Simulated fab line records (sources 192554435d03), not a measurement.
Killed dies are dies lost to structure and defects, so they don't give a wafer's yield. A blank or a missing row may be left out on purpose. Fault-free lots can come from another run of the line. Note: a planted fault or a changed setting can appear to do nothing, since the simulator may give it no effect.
Chamber matching | flow n5Finfet | 4 sister chambers for N5_BEOL_M12_ETCH_67 on rieDiel-03
The step etches SiARC in CF4, target depth 143 nm, time 238.3 s. 18 wafers are shown with their chamber, then 9 later ones without.

WAFERS, EACH WITH ITS CHAMBER
wafer  | chamber | showerheadPlenumPTorr (Torr) | drypumpMotorCurrentA (A) | etchRfOnTimeS (s)
L075.1 | 0       | 2.20                         | 6.3                      | 231
L075.3 | 3       | 2.17                         | 5.8                      | 243
L075.5 | 1       | 2.07                         | 4.8                      | 242
L082.1 | 1       | 2.07                         | 4.8                      | 243
L082.3 | 3       | 2.17                         | 5.8                      | 242
L082.6 | 3       | 2.17                         | 5.8                      | 241
L084.2 | 3       | 2.17                         | 5.8                      | 241
L084.5 | 1       | 2.06                         | 4.9                      | 246
L084.6 | 3       | 2.17                         | 5.8                      | 243
L086.2 | 1       | 2.06                         | 4.8                      | 244
L086.4 | 3       | 2.17                         | 5.8                      | 241
L086.6 | 1       | 2.06                         | 4.8                      | 245
L087.1 | 0       | 2.19                         | 6.3                      | 226
L087.3 | 1       | 2.06                         | 4.8                      | 245
L087.5 | 0       | 2.19                         | 6.3                      | 225
L089.2 | 2       | 2.29                         | 5.7                      | 234
L089.3 | 3       | 2.16                         | 5.8                      | 241
L089.5 | 2       | 2.29                         | 5.8                      | 236

SIGNATURES, as means of the wafers listed above
reading               | chamber 0 | chamber 1 | chamber 2 | chamber 3 | scatter within a chamber
showerheadPlenumPTorr | 2.1933    | 2.0633    | 2.2900    | 2.1686    | 0.00452
drypumpMotorCurrentA  | 6.300     | 4.817     | 5.750     | 5.800     | 0.0309
etchRfOnTimeS         | 227.33    | 244.17    | 235.00    | 241.71    | 1.67
Rule: a wafer's distance from a chamber is the root of the sum, over the readings, of the square of ((its reading less the chamber's mean) divided by the reading's scatter). The wafer belongs to the nearest chamber; if the next one is less than 2 further off, it can't be placed. The scatter: the root of (the sum of the squares of (reading less its chamber's mean) over the shown wafers, divided by (wafers less chambers)).

WAFERS WITHOUT THEIR CHAMBER
wafer  | showerheadPlenumPTorr (Torr) | drypumpMotorCurrentA (A) | etchRfOnTimeS (s)
L094.2 | 2.29                         | 5.8                      | 237
L094.3 | 2.19                         | 6.2                      | 223
L094.4 | 2.16                         | 5.8                      | 239
L096.1 | 2.29                         | 5.8                      | 233
L096.2 | 2.19                         | 6.3                      | 222
L096.6 | 2.16                         | 5.8                      | 241
L097.1 | 2.29                         | 5.7                      | 235
L097.3 | 2.05                         | 4.8                      | 241
L097.5 | 2.19                         | 6.3                      | 222

EACH ONE'S CHAMBER
wafer  | from the rows above | in truth
L094.2 | 2                   | 2
L094.3 | 0                   | 0
L094.4 | 3                   | 3
L096.1 | 2                   | 2
L096.2 | 0                   | 0
L096.6 | 3                   | 3
L097.1 | 2                   | 2
L097.3 | 1                   | 1
L097.5 | 0                   | 0
Placed correctly: 9 of 9. Left unplaced by these rows: 0. Wrongly placed: 0.
